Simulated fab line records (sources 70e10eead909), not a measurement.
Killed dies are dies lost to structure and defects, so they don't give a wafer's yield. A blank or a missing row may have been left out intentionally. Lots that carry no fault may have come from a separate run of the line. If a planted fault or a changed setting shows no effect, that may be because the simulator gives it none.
Chamber matching	flow nandHarc	3 sister chambers for NHARC_P_M2_PRE_CLEAN_32 on pecvd-04
The step time 12 s. 3 wafers are shown with their chamber, then 11 later ones without.

EACH WAFER AND ITS CHAMBER
wafer	chamber	heaterPowerW (W)
L085.1	2	667
L085.5	0	592
L085.2	1	561

WAFERS MISSING THEIR CHAMBER
wafer	heaterPowerW (W)
L085.4	667
L085.6	539
L093.2	644
L093.4	573
L093.6	534
L093.1	521
L093.3	562
L093.5	645
L094.1	495
L094.3	533
L094.4	524

CHAMBER TAKEN BY EACH
wafer	from the rows above	in truth
L085.4	2	2
L085.6	can't be placed: 1 or 0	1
L093.2	can't be placed: 2 or 0 or 1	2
L093.4	can't be placed: 1 or 0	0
L093.6	can't be placed: 1 or 0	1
L093.1	can't be placed: 1 or 0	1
L093.3	can't be placed: 1 or 0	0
L093.5	can't be placed: 2 or 0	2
L094.1	can't be placed: 1 or 0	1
L094.3	can't be placed: 1 or 0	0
L094.4	can't be placed: 1 or 0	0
Correctly placed: 1 of 11. Not placeable from these rows: 10 (in 10, the candidates include the true chamber). 0 placed wrongly.
How it was worked out, from the rows above alone: a wafer's distance from a chamber is the root of the sum, over the readings, of the square of ((its reading less the chamber's mean) divided by the reading's scatter). The wafer belongs to the nearest chamber; if the next one is less than 2 further off, it can't be placed. For every chamber, the mean is computed from those of its wafers that are shown. The scatter: root of mean squared gap, hidden wafer to nearest shown wafer, with one shown wafer a chamber.
